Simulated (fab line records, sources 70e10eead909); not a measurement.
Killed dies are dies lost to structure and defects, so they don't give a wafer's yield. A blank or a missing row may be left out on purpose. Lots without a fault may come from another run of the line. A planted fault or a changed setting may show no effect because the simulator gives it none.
fab line records | flow nand_harc
record lots=6 wafers=18 last_day=34
route steps=1302 shown A_M0@1166 A_M1@1169 END@1302
lots that met no fault: from a run of the same line without faults
start_h: hours from the record's first day to the start of the lot's first wafer shown | wait_h: hours since the lot's step before | " the same as in the row above | L1.1+2: a row that stands for several wafers | - no value, or no start given | * or withheld: withheld | < > ~ a bound
route shown NAME@n: a module of which the file shows steps, and the number in the route of the first | usual: mean/standard deviation of fault-free wafers | same: alike in all rows | chamber/n: place in a boat | sites: the reading at each site | _std_site: their standard deviation | _edge_site: outer sites' mean less inner sites' | radius_mm: how far each site lies from the wafer's centre | mask NAME#n: copy n | behind: the tool/chamber that last shaped the wafer | hold: why the lot was held/for how many hours/how that ended | device: the transistor (n, p or np) that didn't switch | end of line: the same wafers' tests at the end of the route | a step without rows: its recipe alone | killed: dies lost to structure and defects at the first sort, not the wafer's yield | map: a wafer's dies, x killed, . not, _ none there
set.NAME: the setting as run; set.NAME@STEP: as run at that earlier step | model.NAME: the simulator's own value behind a step, which no gauge read
lots at some steps of the route; a table a step, a row a wafer
services: from which hour (start_h, from the record's first day; less than 0 if before it) a tool's chamber was out of use, for how many hours, and why
## steps
# step NHARC_A_M0_INSPECT_27
# usual raw_defect_count=508/110
# columns lot.wafer tool chamber start_h wait_h raw_defect_count
L463.3 defect_inspect-01 - 599.17 0.0 470
L463.5 " - " " 444
L463.6 " - " " 493
L464.2 defect_inspect-02 - 604.70 0.0 562
L464.4 " - " " 540
L464.6 " - " " 541
L475.1 defect_inspect-02 - 705.03 0.0 897
L475.2 " - " " 633
L475.3 " - " " 605
L474.4 defect_inspect-01 - 707.59 0.0 633
L474.5 " - " " 498
L474.6 " - " " 541
L478.3 defect_inspect-01 - 754.73 0.0 455
L478.4 " - " " 587
L478.5 " - " " 525
L479.1 defect_inspect-01 - 758.95 0.0 670
L479.2 " - " " 381
L479.6 " - " " 460
# step NHARC_A_M0_PRE_CLEAN_31
# recipe time_s=12 temp_c=370 rf_power_w=300 gas=NH3
# usual heater_power_w=605/61
# columns lot.wafer tool chamber start_h wait_h heater_power_w
L463.3 pecvd-04 2 599.25 0.1 584
L463.5 " 2 " " 585
L463.6 " 0 " " 638
L464.2 pecvd-04 0 604.76 0.1 646
L464.6 " 1 " " 613
L464.4 " 2 " " 509
L475.3 pecvd-03 1 705.10 0.1 502
L475.1 " 2 " " 615
L475.2 " 0 " " 623
L474.5 pecvd-04 1 707.70 0.1 531
L474.4 " 2 " " 573
L474.6 " 0 " " 644
L478.3 pecvd-02 0 754.82 0.1 740
L478.4 " 2 " " 615
L478.5 " 0 " " 758
L479.2 pecvd-02 1 759.02 0.1 557
L479.1 " 0 " " 647
L479.6 " 0 " " 643
# step NHARC_A_M0_DEP_32
# recipe target_thk_a=300 temp_c=370 target_thk_nm=30 pressure_torr=3 flow_sccm=200 rf_w=450 material=SiCN
# usual heater_power_w=558/52
# columns lot.wafer tool chamber start_h wait_h heater_power_w
L463.3 pecvd-04 2 599.36 0.1 493
L463.5 " 2 " " 479
L463.6 " 0 " " 599
L464.2 pecvd-04 0 604.84 0.1 534
L464.6 " 1 " " 568
L464.4 " 2 " " 512
L475.3 pecvd-03 1 705.18 0.1 517
L475.1 " 2 " " 525
L475.2 " 0 " " 504
L474.5 pecvd-04 1 707.87 0.2 584
L474.4 " 2 " " 471
L474.6 " 0 " " 570
L478.3 pecvd-02 0 754.96 0.1 655
L478.4 " 2 " " 576
L478.5 " 0 " " 682
L479.2 pecvd-02 1 759.10 0.1 493
L479.1 " 0 " " 700
L479.6 " 0 " " 573
# step NHARC_A_M1_DEP_00
# recipe target_thk_a=1825 target_thk_nm=182.5 temp_c=withheld pressure_torr=5 flow_sccm=200 rf_w=600 material=SiOC
# step NHARC_A_M1_DEHYDRATE_01
# recipe temp_c=150 time_s=120
# step NHARC_A_M1_HMDS_02
# recipe time_s=30
# step NHARC_A_M1_COAT_34
# recipe temp_c=200 time_s=65
# step NHARC_A_M1_COAT_03
# recipe spin_rpm=1500 resist_thk_nm=90
# step NHARC_A_M1_SOFTBAKE_04
# recipe temp_c=105 time_s=55
# step NHARC_A_M1_EBR_05
# step NHARC_A_M1_EXPOSE_06
# recipe na=1.35 target_cd_nm=120 dose_mj=75.13 mask_id=A_M1
# step NHARC_A_M1_PEB_07
# recipe peb_temp_c=100 peb_time_s=65
# usual resist_line_temp_C=23.01/0.095
# columns lot.wafer tool chamber start_h wait_h resist_line_temp_C
L463.3 litho_track-06 0 600.47 0.0 22.89
L463.5 " 0 " " 23.02
L463.6 " 0 " " 23.04
L464.2 litho_track-01 0 605.88 0.1 23.11
L464.4 " 0 " " 23.10
L464.6 " 0 " " 23.13
L475.1 litho_track-01 0 706.22 0.1 23.02
L475.2 " 0 " " 23.04
L475.3 " 0 " " 23.15
L474.4 litho_track-01 0 708.90 0.0 22.94
L474.5 " 0 " " 23.02
L474.6 " 0 " " 23.04
L478.3 litho_track-04 0 756.05 0.0 22.91
L478.4 " 0 " " 23.03
L478.5 " 0 " " 23.05
L479.1 litho_track-04 0 760.27 0.1 22.95
L479.2 " 0 " " 22.87
L479.6 " 0 " " 22.97
# step NHARC_A_M1_DEVELOP_08
# recipe develop_time_s=35 dev_temp_c=23
# step NHARC_A_M1_CD_MEAS_09
# recipe target_cd_nm=120 landing_energy_ev=500
# usual cd_nm=120.0/0.64
# columns lot.wafer tool chamber start_h wait_h hold cd_nm
L463.3 cd_sem-03 0 600.55 - - 120.3
L463.5 " 0 " " - 119.6
L463.6 " 0 " " - 120.4
L464.2 cd_sem-03 0 605.96 - - 120.9
L464.4 " 0 " " - 119.9
L464.6 " 0 " " - 120.6
L475.1 cd_sem-02 0 706.30 - - 122.2
L475.2 " 0 " " - 122.1
L475.3 " 0 " " - 122.0
L474.4 cd_sem-01 0 708.99 - await_dispo/0.2h/release 123.2
L474.5 " 0 " " await_dispo/0.2h/release 122.3
L474.6 " 0 " " await_dispo/0.2h/release 122.5
L474.4 cd_sem-01 0 - - - 123.3
L474.5 " 0 " " - 122.7
L474.6 " 0 " " - 122.3
L478.3 cd_sem-01 0 756.13 - - 120.0
L478.4 " 0 " " - 120.4
L478.5 " 0 " " - 120.4
L479.1 cd_sem-01 0 760.35 - - 120.2
L479.2 " 0 " " - 120.0
L479.6 " 0 " " - 120.7
# step NHARC_A_M1_OVL_MEAS_10
# recipe pitch_nm=240
# usual overlay_x_nm=-0.1/0.89 overlay_y_nm=0.2/0.96
# columns lot.wafer tool chamber start_h wait_h hold overlay_x_nm overlay_y_nm
L463.3 overlay-02 - 600.63 - - 0.1 0.2
L463.5 " - " " - -0.4 0.9
L463.6 " - " " - 0.1 0.6
L464.2 overlay-02 - 606.05 - - -0.4 0.9
L464.4 " - " " - -0.5 0.7
L464.6 " - " " - -0.2 0.8
L475.1 overlay-01 - 706.39 - - 0.3 0.9
L475.2 " - " " - 0.3 0.1
L475.3 " - " " - 0.4 0.0
L474.4 overlay-02 - 711.48 - await_dispo/2.2h/release 0.3 0.1
L474.5 " - " " await_dispo/2.2h/release 0.5 -0.1
L474.6 " - " " await_dispo/2.2h/release -0.2 0.6
L478.3 overlay-02 - 756.21 - - 0.0 2.0
L478.4 " - " " - -0.3 2.0
L478.5 " - " " - -0.3 1.3
L479.1 overlay-02 - 760.44 - - 1.9 -0.2
L479.2 " - " " - 1.9 0.1
L479.6 " - " " - 1.6 0.3
# step NHARC_A_M1_INSPECT_11
# usual raw_defect_count=89/37
# columns lot.wafer tool chamber start_h wait_h raw_defect_count
L463.3 defect_inspect-02 - 600.67 0.0 77
L463.5 " - " " 78
L463.6 " - " " 89
L464.2 defect_inspect-02 - 606.09 0.0 125
L464.4 " - " " 130
L464.6 " - " " 136
L475.1 defect_inspect-01 - 706.42 0.0 129
L475.2 " - " " 124
L475.3 " - " " 109
L474.4 defect_inspect-02 - 711.52 0.0 71
L474.5 " - " " 61
L474.6 " - " " 75
L478.3 defect_inspect-01 - 756.25 0.0 84
L478.4 " - " " 79
L478.5 " - " " 63
L479.1 defect_inspect-01 - 760.49 0.1 38
L479.2 " - " " 55
L479.6 " - " " 49
# step NHARC_A_M1_DESCUM_14
# recipe time_s=3 o2_flow_sccm=200 ar_flow_sccm=0 bias_power_w=0 chemistry=O2
# usual drypump_motor_current_A=5.7/0.48 oes_product_au=0.998/0.0095 rf_vpp_V=57.7/0.94 showerhead_plenum_p_Torr=1.90/0.081 throttle_valve_pct=11.311/0.0086
# same bias_power_w=0
# columns lot.wafer tool chamber start_h wait_h drypump_motor_current_A oes_product_au rf_hours_counter_h rf_vpp_V showerhead_plenum_p_Torr throttle_valve_pct model.A_M1.cd_nm
L463.3 rie_diel-11 2 600.76 0.1 5.4 0.990 11 58.0 1.84 11.307 120
L463.5 " 3 " " 5.7 1.001 - 57.6 1.80 11.336 118.8
L463.6 " 0 " " 5.7 0.996 - 57.7 2.03 11.310 121
L464.2 rie_diel-09 3 606.17 0.1 5.4 1.012 5 57.1 1.89 11.294 120.8
L464.4 " 1 " " 6.1 1.005 - 57.0 1.93 11.304 120.5
L464.6 " 2 " " 6.4 0.994 - 57.5 1.93 11.295 121.2
L475.1 rie_diel-11 2 706.48 0.1 5.4 0.996 5 57.4 1.83 11.312 122.2
L475.3 " 0 " " 5.7 0.990 6 57.3 2.03 11.318 122.3
L475.2 " 1 " " 4.8 1.000 5 58.6 2.02 11.321 122.2
L474.4 rie_diel-09 0 711.59 0.1 6.5 1.008 1 57.0 1.85 11.312 123.5
L474.6 " 2 " " 6.4 0.988 - 56.5 1.92 11.309 122.9
L474.5 " 3 " " 5.4 1.003 - 58.1 1.89 11.317 122.7
L478.3 rie_diel-11 2 756.31 0.1 5.4 0.983 10 57.4 1.83 11.301 119.6
L478.4 " 3 " " 5.7 1.003 10 56.5 1.80 11.318 120.6
L478.5 " 3 " " 5.8 1.005 - 57.1 1.80 11.305 120.1
L479.2 rie_diel-02 1 760.59 0.1 5.7 1.010 0 58.1 1.82 11.332 119.9
L479.1 " 2 " " 6.3 0.995 0 56.4 1.78 11.318 120.5
L479.6 " 3 " " 5.3 1.009 - 58.0 1.89 11.309 120.4
# step NHARC_A_M1_ETCH_35
# recipe target_depth_a=400 overetch_a=120 time_s=43.94 ion_energy_ev=200 n2_flow_sccm=150 h2_flow_sccm=150 ar_flow_sccm=0 rf_w=400 bias_w=150 chemistry=N2/H2
# usual drypump_motor_current_A=5.7/0.48 oes_product_au=0.999/0.01 rf_vpp_V=430.1/2.5 showerhead_plenum_p_Torr=2.02/0.089 throttle_valve_pct=14.171/0.0083
# columns lot.wafer tool chamber start_h wait_h drypump_motor_current_A oes_product_au rf_hours_counter_h rf_vpp_V showerhead_plenum_p_Torr throttle_valve_pct
L463.3 rie_diel-11 0 600.82 0.1 5.7 1.007 12 435.6 2.17 14.154
L463.6 " 3 " " 5.8 1.014 - 424.5 1.91 14.177
L463.5 " 0 " " 5.7 1.001 - 434.2 2.17 14.164
L464.2 rie_diel-09 1 606.25 0.1 6.1 1.001 5 428.6 2.06 14.174
L464.6 " 1 " " 6.1 1.004 - 431.2 2.06 14.167
L464.4 " 3 " " 5.4 1.011 - 429.4 2.02 14.175
L475.1 rie_diel-11 0 706.57 0.1 5.7 0.995 6 433.9 2.16 14.168
L475.2 " 2 " " 5.5 0.988 5 428.7 1.95 14.198
L475.3 " 3 " " 5.7 1.001 6 426.3 1.91 14.171
L474.4 rie_diel-09 1 711.67 0.1 6.1 0.996 1 432.4 2.06 14.161
L474.5 " 3 " " 5.4 0.999 - 428.6 2.02 14.171
L474.6 " 0 " " 6.5 0.997 - 428.9 1.97 14.160
L478.3 rie_diel-11 0 756.42 0.1 5.7 0.995 11 432.7 2.16 14.181
L478.4 " 1 " " 4.8 1.000 11 433.9 2.16 14.177
L478.5 " 2 " " 5.4 0.973 - 428.0 1.95 14.162
L479.2 rie_diel-02 0 760.66 0.1 5.6 1.002 0 427.9 1.94 14.173
L479.1 " 2 " " 6.3 0.993 0 426.6 1.90 14.182
L479.6 " 0 " " 5.7 1.019 - 427.7 1.94 14.173
# step NHARC_A_M1_ETCH_15
# recipe target_depth_a=1825 time_s=91.2 c4f8_flow_sccm=withheld ar_flow_sccm=400 rf_w=600 bias_w=300 chemistry=C4F8/Ar
# usual oes_product_au=0.949/0.022 rf_vpp_V=440.4/2.6
# columns lot.wafer tool chamber start_h wait_h oes_product_au rf_hours_counter_h rf_vpp_V
L463.3 rie_diel-11 2 - - 0.967 11 438.4
L463.5 " 1 " " 0.979 - 444.2
L463.6 " 2 " " 0.967 - 438.5
L464.2 rie_diel-09 1 - - 0.922 5 441.5
L464.6 " 1 " " 0.915 - 442.4
L464.4 " 3 " " 0.929 - 439.5
L475.1 rie_diel-11 1 - - 0.920 5 443.0
L475.3 " 3 " " 0.910 6 437.4
L475.2 " 0 " " 0.917 6 444.6
L474.4 rie_diel-09 1 - - 0.932 1 441.1
L474.5 " 3 " " 0.925 - 439.5
L474.6 " 0 " " 0.938 - 439.4
L478.4 rie_diel-11 2 - - 0.929 10 438.9
L478.3 " 3 " " 0.941 10 436.3
L478.5 " 2 " " 0.925 - 438.5
L479.1 rie_diel-02 0 - - 0.970 0 436.7
L479.2 " 3 " " 0.963 0 440.2
L479.6 " 1 " " 0.988 - 437.3
# step NHARC_A_M1_CD_MEAS_16
# usual cd_nm=120.1/0.79
# columns lot.wafer tool chamber start_h wait_h hold cd_nm
L463.3 cd_sem-03 - 601.04 - - 120.1
L463.5 " - " " - 118.7
L463.6 " - " " - 121.4
L464.2 cd_sem-01 - 606.50 - - 119.9
L464.4 " - " " - 120.4
L464.6 " - " " - 120.5
L475.1 cd_sem-03 - 706.79 - - 122.5
L475.2 " - " " - 122.3
L475.3 " - " " - 122.7
L474.4 cd_sem-03 - 711.89 - await_dispo/0.2h/release 123.7
L474.5 " - " " await_dispo/0.2h/release 122.3
L474.6 " - " " await_dispo/0.2h/release 122.7
L474.4 cd_sem-03 - 712.07 0.2 - 123.6
L474.5 " - " " - 122.3
L474.6 " - " " - 123.2
L478.3 cd_sem-01 - 756.63 - - 119.6
L478.4 " - " " - 120.9
L478.5 " - " " - 120.4
L479.1 cd_sem-01 - 760.87 - - 120.3
L479.2 " - " " - 120.9
L479.6 " - " " - 120.6
# step NHARC_A_M1_STRIP_18
# recipe power_w=1000 n2_flow_sccm=150 h2_flow_sccm=150 ar_flow_sccm=0 bias_w=0 chemistry=N2/H2
# usual drypump_motor_current_A=5.7/0.44 oes_product_au=0.999/0.01 rf_vpp_V=90.5/0.92 showerhead_plenum_p_Torr=1.99/0.084 throttle_valve_pct=14.173/0.0097
# columns lot.wafer tool chamber start_h wait_h hold drypump_motor_current_A oes_product_au rf_hours_counter_h rf_vpp_V showerhead_plenum_p_Torr throttle_valve_pct
L463.3 rie_diel-09 1 601.14 0.1 - 6.1 1.000 5 90.9 2.06 14.169
L463.5 " 3 " " - 5.4 1.005 - 90.4 2.02 14.182
L463.6 " 1 " " - 6.1 1.001 - 90.8 2.06 14.170
L464.2 rie_diel-11 0 606.59 0.1 - 5.7 1.012 12 91.4 2.17 14.198
L464.4 " 1 " " - 4.8 1.001 10 91.2 2.16 14.162
L464.6 " 0 " " - 5.7 1.002 - 93.1 2.17 14.164
L475.3 rie_diel-02 2 706.86 0.1 - 6.3 0.976 5 90.3 1.90 14.164
L475.1 " 0 " " - 5.7 0.995 5 90.0 1.94 14.180
L475.2 " 1 " " - 5.7 0.978 4 89.9 1.94 14.177
L474.4 rie_diel-11 2 713.82 1.7 await_dispo/1.6h/release 5.4 0.986 5 89.6 1.95 14.186
L474.6 " 0 " " await_dispo/1.6h/release 5.7 1.001 - 91.0 2.16 14.174
L474.5 " 1 " " await_dispo/1.6h/release 4.8 1.009 - 90.9 2.16 14.171
L478.4 rie_diel-02 2 756.76 0.1 - 6.3 1.007 0 89.8 1.90 14.191
L478.3 " 3 " " - 5.3 1.003 0 89.9 2.01 14.166
L478.5 " 2 " " - 6.3 1.001 - 89.2 1.90 14.170
L479.1 rie_diel-11 0 760.98 0.1 - 5.7 0.999 11 91.6 2.16 14.180
L479.2 " 1 " " - 4.8 1.016 11 92.4 2.16 14.172
L479.6 " 0 " " - 5.7 0.991 - 92.8 2.16 14.163
# step NHARC_A_M1_ETCH_28
# recipe target_depth_a=300 over_etch_frac=0.3 time_s=72.99 ion_energy_ev=150 cf4_flow_sccm=50 n2_flow_sccm=100 ar_flow_sccm=150 rf_w=300 bias_w=100 chemistry=CF4/N2
# usual cf4_flow_sccm=50.00/0.16 drypump_motor_current_A=5.7/0.43 oes_product_au=0.999/0.0092 rf_vpp_V=313.3/1.8 showerhead_plenum_p_Torr=2.57/0.097 throttle_valve_pct=19.794/0.0087
# columns lot.wafer tool chamber start_h wait_h cf4_flow_sccm drypump_motor_current_A oes_product_au rf_hours_counter_h rf_vpp_V showerhead_plenum_p_Torr throttle_valve_pct model.A_M1.cd_nm
L463.3 rie_diel-09 1 - - 50.01 6.1 1.008 5 314.1 2.65 19.813 119.7
L463.6 " 2 " " 49.95 6.5 0.994 - 315.1 2.64 19.788 121.2
L463.5 " 1 " " 50.05 6.1 0.999 - 315.2 2.65 19.811 119
L464.2 rie_diel-11 0 - - 50.01 5.7 0.995 12 318.4 2.78 19.794 119.7
L464.4 " 1 " " 49.86 4.8 0.998 10 316.1 2.77 19.814 120.1
L464.6 " 3 " " 50.00 5.7 1.006 - 311.6 2.48 19.810 120.2
L475.2 rie_diel-02 3 - - 49.86 5.3 0.989 5 315.2 2.59 19.795 122.2
L475.1 " 0 " " 49.93 5.6 0.998 5 312.8 2.51 19.786 122.7
L475.3 " 1 " " 50.28 5.7 0.989 4 311.3 2.50 19.802 122.2
L474.4 rie_diel-11 3 - - 49.89 5.7 0.997 6 311.3 2.47 19.791 123.5
L474.6 " 3 " " 49.68 5.7 1.000 - 310.7 2.47 19.790 123.1
L474.5 " 0 " " 49.96 5.7 1.010 - 316.8 2.77 19.798 121.7
L478.4 rie_diel-02 0 - - 49.93 5.6 1.003 0 311.8 2.51 19.789 120.5
L478.3 " 3 " " 50.12 5.2 1.002 0 314.3 2.59 19.795 119.6
L478.5 " 1 " " 49.91 5.7 1.014 - 314.1 2.50 19.788 120
L479.1 rie_diel-11 3 - - 50.25 5.7 1.006 10 312.3 2.47 19.811 120.3
L479.2 " 0 " " 50.18 5.7 0.998 12 316.7 2.77 19.802 120.3
L479.6 " 2 " " 50.12 5.4 0.978 - 312.2 2.52 19.785 120.9
# step NHARC_A_M1_STRIP_19
# recipe time_s=600 temp_c=30 chemistry=post_etch_residue_remover
# step NHARC_END_SORT_01
# recipe temp_c=25
# usual defect_limited_yield=91.0/2.6 killed_at_array=57/17 killed_at_other=0.5/0.82 killed_at_periphery=4.0/2.8 killed_dies=61/18 killed_open=2.9/2 killed_short=2.3/1.7
# same gross_dies=677
# columns lot.wafer tool chamber start_h wait_h defect_limited_yield[%] killed_at_array killed_at_other killed_at_periphery killed_dies killed_open killed_short
L463.3 prober-02 0 639.66 3.1 91.3 53 0 6 59 5 1
L463.5 prober-02 0 641.24 3.7 91.1 56 1 3 60 3 4
L463.6 prober-02 0 642.03 3.9 88.2 73 0 7 80 7 1
L474.4 prober-01 0 756.53 3.4 91.0 60 0 1 61 3 0
L474.5 prober-01 0 757.33 3.7 92.6 47 2 1 50 5 1
L474.6 prober-01 0 758.14 4.0 91.0 59 0 2 61 3 5
# killed by level:class
L463.3 A_SLIT:chamber_film_flake=28 A_CHANNEL_HOLE_D2:chamber_film_flake=11 A_STAIRCASE:chamber_film_flake=5 A_CHANNEL_HOLE_D1:chamber_film_flake=2 A_DECK1_JOINT:chamber_film_flake=2 P_STI:geometric_particle:open=1 P_M0:geometric_particle:short=1 P_M0:geometric_particle:open=1
L463.5 A_SLIT:chamber_film_flake=27 A_CHANNEL_HOLE_D2:chamber_film_flake=15 A_STAIRCASE:chamber_film_flake=6 A_CHANNEL_HOLE_D1:chamber_film_flake=3 P_M1:geometric_particle:open=2 A_CHANNEL_FILL_D1:geometric_particle:short=1 A_DECK1_JOINT:geometric_particle:short=1 A_CHANNEL_HOLE_D2:geometric_particle:short=1
L463.6 A_SLIT:chamber_film_flake=31 A_CHANNEL_HOLE_D2:chamber_film_flake=15 A_CHANNEL_HOLE_D1:chamber_film_flake=9 A_STAIRCASE:chamber_film_flake=5 A_DECK1_JOINT:chamber_film_flake=3 P_M0:geometric_particle:open=2 P_M2:chamber_film_flake=2 A_CONTACT:chamber_film_flake=2
L474.4 A_CHANNEL_HOLE_D2:chamber_film_flake=34 A_CHANNEL_HOLE_D1:chamber_film_flake=11 A_SLIT:chamber_film_flake=4 A_M0:chamber_film_flake=3 A_STAIRCASE:chamber_film_flake=2 A_CONTACT:chamber_film_flake=2 A_CHANNEL_FILL_D1:geometric_particle:open=1 A_DECK1_JOINT:geometric_particle:open=1
L474.5 A_CHANNEL_HOLE_D2:chamber_film_flake=19 A_CHANNEL_HOLE_D1:chamber_film_flake=7 A_CONTACT:chamber_film_flake=5 A_M0:chamber_film_flake=5 A_SLIT:chamber_film_flake=3 A_WL_FILL:geometric_particle:open=2 A_STAIRCASE:chamber_film_flake=2 A_CHANNEL_HOLE_D2:geometric_particle:short=1
L474.6 A_CHANNEL_HOLE_D2:chamber_film_flake=25 A_CONTACT:chamber_film_flake=8 A_CHANNEL_HOLE_D1:chamber_film_flake=4 A_WL_FILL:chamber_film_flake=4 A_SLIT:chamber_film_flake=4 A_M0:chamber_film_flake=4 A_SOURCE_PLATE:geometric_particle:short=2 A_ONON_D2:geometric_particle:short=2
## services
# columns tool chamber start_h hours kind
pecvd-04 2 577.50 6.2 repair
rie_diel-09 2 586.40 5.8 repair
rie_diel-11 0 588.50 - clean
rie_diel-11 1 588.50 - clean
rie_diel-11 2 588.50 - clean
rie_diel-11 3 588.50 - clean
pecvd-03 2 588.59 15.7 repair
pecvd-02 - 589.21 13.0 pm
rie_diel-11 - 609.50 9.0 pm
rie_diel-11 0 609.50 9.0 vent_cycle
rie_diel-11 1 609.50 9.0 vent_cycle
pecvd-04 - 631.00 13.0 pm
rie_diel-09 1 636.37 12.3 repair
rie_diel-09 2 645.53 10.0 repair
rie_diel-11 - 659.81 0.3 repair
rie_diel-09 - 674.13 9.0 pm
rie_diel-02 1 678.42 17.0 repair
litho_track-01 - 680.00 7.0 pm
litho_track-06 - 704.00 7.0 pm
rie_diel-11 2 716.37 2.4 repair
litho_track-04 - 728.00 7.0 pm
pecvd-03 - 728.36 13.0 pm
rie_diel-02 - 747.74 9.0 pm
pecvd-04 - 757.17 0.6 repair
## key
first_sign step=NHARC_A_M1_CD_MEAS_09 reading=visit direction=added
effect step=NHARC_A_M1_CD_MEAS_09 reading=cd_nm direction=up sigmas=3.8 usual=120.0 struck=122.4
effect step=NHARC_A_M1_CD_MEAS_16 reading=visit direction=added
model_effect step=NHARC_A_M1_DESCUM_14 value=A_M1.cd_nm without=120.3 struck=122.6
model_effect step=NHARC_A_M1_ETCH_28 value=A_M1.cd_nm without=120.3 struck=122.6
met_at NHARC_A_M1_PEB_07
struck_wafers L474.4,L474.5,L474.6,L475.1,L475.2,L475.3
onset_between 605.88 706.22
fault kind=process_parameter_drift tool=litho_track-01 chamber=- onset_h=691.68 steps=NHARC_A_M1_PEB_07 channel=peb_time_s offset=* shape=step end_h=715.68 acts_in=* stated=*
